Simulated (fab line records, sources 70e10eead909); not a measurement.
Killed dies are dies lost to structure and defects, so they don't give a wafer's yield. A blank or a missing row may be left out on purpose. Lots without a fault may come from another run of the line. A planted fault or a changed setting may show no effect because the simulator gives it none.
A struck lot beside a sound one | flow nand_harc | 17 steps out of a route of 1159
Sound: wafers L173.1, L173.3, L173.4. Struck: wafers L176.1, L176.2, L176.3. The cause comes at the end.
At each step with rows: each side's tool, then ch and its chambers, then its first start. Under that, the readings that differ: sound wafers | struck wafers | difference of the means | sigmas: that difference in standard deviations of wafers without a fault.
alike: readings whose means differ by less than 2 such deviations, and words and numbers that are the same on both sides. not compared: withheld readings, readings that some wafer has no value for, bounds like >300 that may hide the same value, and numbers for which the record gives no deviation and whose values overlap.
The two part at a step that has a row with sigmas, a row that says differs or no value, or rows on one side only. Numbers that don't overlap but have no deviation are shown without sigmas and don't part them. A reading that every wafer of one side lacks parts them only if that side has two wafers or more.

first, 1 step without rows for these wafers: NHARC_P_ZERO_WELL_HARDBAKE_12 (time 65 s).
NHARC_P_ZERO_WELL_DESCUM_13: chemistry O2, time 3 s.
  sound on rie_diel-07 ch 1,2,3, day 3 01:16; struck on rie_diel-04 ch 0,1,2, day 3 19:38
  alike: drypump_motor_current_A, oes_product_au, rf_vpp_V, showerhead_plenum_p_Torr, throttle_valve_pct
  not compared: rf_hours_counter_h
NHARC_P_ZERO_WELL_ETCH_65: etches the open film in N2/H2, target depth 80 nm, overetch 24 nm, time 87.88 s.
  sound on rie_diel-07 ch 0,1,3, day 3 01:22; struck on rie_diel-04 ch 0,2,3, day 3 19:44
  alike: bias_w, drypump_motor_current_A, oes_product_au, rf_fwd_power_W, rf_vpp_V, showerhead_plenum_p_Torr, throttle_valve_pct
  not compared: rf_hours_counter_h
NHARC_P_ZERO_WELL_ETCH_62: etches the open film in CHF3/Ar, target depth 13 nm, time 6.5 s.
  sound on rie_diel-07 ch 0,1,3; struck on rie_diel-04 ch 0,2,3
  alike: bias_w, drypump_motor_current_A, oes_product_au, rf_fwd_power_W, rf_vpp_V, showerhead_plenum_p_Torr, throttle_valve_pct
  not compared: rf_hours_counter_h
NHARC_P_ZERO_WELL_ETCH_63: etches the open film in HBr/Cl2, target depth 120 nm, time 40.1 s.
  sound on rie_si-03 ch 0,1,2, day 3 01:32; struck on rie_si-04 ch 0,1,2, day 3 19:54
  reading                | sound       | struck      | difference | sigmas
  rf_hours_counter_h (h) | 0.5 0.5 0.6 | 1.2 1.4 1.1 | +0.7       |
  alike: bias_w, drypump_motor_current_A, hbr_flow_sccm, he_backside_leak_sccm, oes_product_au, rf_fwd_power_W, throttle_valve_pct
then, 7 steps without rows for these wafers: NHARC_P_ZERO_WELL_STRIP_15 (strips in SPM, time 900 s); NHARC_P_ZERO_WELL_DEHYDRATE_16 (time 120 s); NHARC_P_ZERO_WELL_HMDS_17 (time 30 s); NHARC_P_ZERO_WELL_COAT_18; NHARC_P_ZERO_WELL_SOFTBAKE_19 (time 95 s); NHARC_P_ZERO_WELL_EBR_20; NHARC_P_ZERO_WELL_EXPOSE_21 (exposes mask P NWELL, target cd 720 nm).
NHARC_P_ZERO_WELL_PEB_22: peb time 85 s.
  sound on litho_track-03 ch 0, day 3 02:14; struck on litho_track-03 ch 0, day 3 20:44
  reading                  | sound                | struck               | difference | sigmas
  heater_power_total_W (W) | 164.09 163.64 164.46 | 167.82 167.89 168.81 | +4.11      | +15
  plate_temp_C (C)         | 118.10 117.95 118.04 | 120.50 120.56 120.43 | +2.47      | +18
then, 1 step without rows for these wafers: NHARC_P_ZERO_WELL_DEVELOP_23 (time 70 s).
NHARC_P_ZERO_WELL_CD_MEAS_24: target cd 720 nm.
  sound on cd_sem-03 ch 0, day 3 02:20; struck on cd_sem-01 ch 0, day 3 20:49
  reading    | sound             | struck            | difference | sigmas
  cd_nm (nm) | 721.2 721.4 721.2 | 723.8 723.8 724.8 | +2.9       | +2
then, 2 steps without rows for these wafers: NHARC_P_ZERO_WELL_HARDBAKE_25 (time 80 s); NHARC_END_SORT_01.

WHERE THEY PART
First at NHARC_P_ZERO_WELL_PEB_22; last, within this record, at NHARC_P_ZERO_WELL_CD_MEAS_24.

WHY: what the simulator had put in
Process parameter drift: litho_track-03, from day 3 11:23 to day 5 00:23, at NHARC_P_ZERO_WELL_PEB_22. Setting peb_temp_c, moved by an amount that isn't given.
